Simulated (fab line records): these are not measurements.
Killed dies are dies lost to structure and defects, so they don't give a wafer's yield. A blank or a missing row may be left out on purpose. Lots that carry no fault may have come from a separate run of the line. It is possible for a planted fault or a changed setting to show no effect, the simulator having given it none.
Matching of chambers -- flow nand_harc -- 4 sister chambers for NHARC_A_STAIRCASE_TRIM_229 on rie_diel-13
The step chemistry O2, time 211.2 s. 4 wafers are shown with their chamber, then 9 later ones without.

WAFERS WITH THEIR CHAMBER
wafer,chamber,drypump_motor_current_A (A)
L084.6,2,6.5
L089.6,1,6.4
L091.5,3,5.5
L091.6,0,6.3

WAFERS WITHOUT THEIR CHAMBER
wafer,drypump_motor_current_A (A)
L093.2,5.6
L093.5,6.5
L093.6,6.4
L097.2,6.3
L097.3,6.4
L097.4,5.6
L095.1,6.3
L095.4,6.4
L095.6,5.6

WHICH CHAMBER EACH WENT THROUGH
wafer,from the rows above,in truth
L093.2,3,3
L093.5,can't be placed: 2 or 1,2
L093.6,can't be placed: 1 or 2 or 0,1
L097.2,can't be placed: 0 or 1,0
L097.3,can't be placed: 1 or 2 or 0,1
L097.4,3,3
L095.1,can't be placed: 0 or 1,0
L095.4,can't be placed: 1 or 2 or 0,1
L095.6,3,3
Placed correctly: 3 of 9. From these rows, 6 cannot be placed; in 6 the true chamber is one of the candidates. 0 placed wrongly.
How it was worked out, from the rows above alone: a wafer's distance from a chamber is the root of the sum, over the readings, of the square of ((its reading less the chamber's mean) divided by the reading's scatter). The wafer belongs to the nearest chamber; if the next one is less than 2 further off, it can't be placed. For every chamber, the mean is computed from those of its wafers that are shown. The scatter (one wafer shown for each chamber): square how far every hidden wafer sits from the nearest shown wafer, average those squares and take the square root.
